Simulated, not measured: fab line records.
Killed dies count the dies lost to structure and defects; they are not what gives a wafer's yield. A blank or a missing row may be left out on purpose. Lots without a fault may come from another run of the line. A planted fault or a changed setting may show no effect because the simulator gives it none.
Struck lot and sound lot, side by side / flow nand_harc / 15 steps out of a route of 1302
Sound: the wafers L418.3, L418.4, L418.6. Wafers struck: L414.3, L414.4, L414.6. Last of all comes the cause.
Per side, at each step with rows, come the tool, then ch with its chambers, and then its first start. Under that, the readings that differ: sound wafers / struck wafers / difference of the means / sigmas: that difference in standard deviations of wafers without a fault.
alike: readings whose means differ by less than 2 such deviations, and words and numbers that are the same on both sides. not compared: withheld readings, readings that some wafer has no value for, bounds like >300 that may hide the same value, and numbers for which the record gives no deviation and whose values overlap.
Wherever a step has rows on one side only, a row that says differs or no value, or a row with sigmas, the two part there. Numbers that have no deviation but don't overlap get no sigmas and don't part them. A reading that every wafer of one side lacks parts them only if that side has two wafers or more.

first, 1 step without rows for these wafers: NHARC_A_CHANNEL_FILL_D1_SRD_12.
NHARC_A_CHANNEL_FILL_D1_INSPECT_13:
  struck on defect_inspect-01, day 15 19:08; sound on defect_inspect-01, day 17 13:38
  alike: raw_defect_count
NHARC_A_DECK1_JOINT_ETCHBACK_07: etches the open film in HBr, target depth 105 nm, time 26.9 s.
  sound on rie_si-05 ch 1,2, day 17 13:43; struck on rie_si-03 ch 1,2,3, day 15 19:12
  alike: drypump_motor_current_A, oes_product_au, throttle_valve_pct
  not compared: rf_hours_counter_h
then, 8 steps without rows for these wafers: NHARC_A_DECK1_JOINT_ETCH_25 (etches SiO2 in dHF, target depth 0.5 nm); NHARC_A_DECK1_JOINT_ETCH_19 (etches poly-Si in TMAH, target depth 3 nm); NHARC_A_DECK1_JOINT_ETCH_18 (etches SiO2 in dHF, target depth 3 nm); NHARC_A_DECK1_JOINT_WET_08 (chemistry H3PO4, time 86 s); NHARC_A_DECK1_JOINT_ETCH_09 (etches SiO2 in dHF, target depth 5 nm); NHARC_A_DECK1_JOINT_WET_10 (chemistry H3PO4, time 86 s); NHARC_A_DECK1_JOINT_ETCH_11 (etches SiO2 in dHF, target depth 35 nm); NHARC_A_DECK1_JOINT_CVD_12 (deposits poly-Si, target thk 90 nm, time 1800 s).
NHARC_A_DECK1_JOINT_CMP_13: polishes, target thk 51.023 nm.
  sound on cmp-03 ch 0,2, day 18 00:20; struck on cmp-04 ch 0,1,3, day 16 05:37
  no value came back on the struck wafers for edge_zone_pressure_frac, motor_current_A (A), time_to_endpoint_s (s); on the sound wafers edge_zone_pressure_frac reads 0.999 0.994 0.999
NHARC_A_DECK1_JOINT_THK_MEAS_14: measures by ellipsometry.
  struck on film_metro-02, day 16 05:50; sound on film_metro-02, day 18 00:35
reading=thk_nm (nm); sound=52.1 52.4 53.6; struck=90.3 89.2 88.2; difference=+36.5; sigmas=+21
after that, 1 step had no rows for these wafers: NHARC_A_DECK1_JOINT_SRD_04.
-- record jumps: 13 days between struck wafers' starts before vs after; left off in module A_DECK1_JOINT, resumes in module END, first step shown is number 1302 of the route --
NHARC_END_SORT_01:
  only the struck wafers appear in the record here, on prober-02 ch 0 at day 29 08:18; the sound ones have no rows

WHERE THEY PART
Last at NHARC_END_SORT_01 as far as this record goes, first at NHARC_A_DECK1_JOINT_CMP_13.

WHY: what the simulator had put in
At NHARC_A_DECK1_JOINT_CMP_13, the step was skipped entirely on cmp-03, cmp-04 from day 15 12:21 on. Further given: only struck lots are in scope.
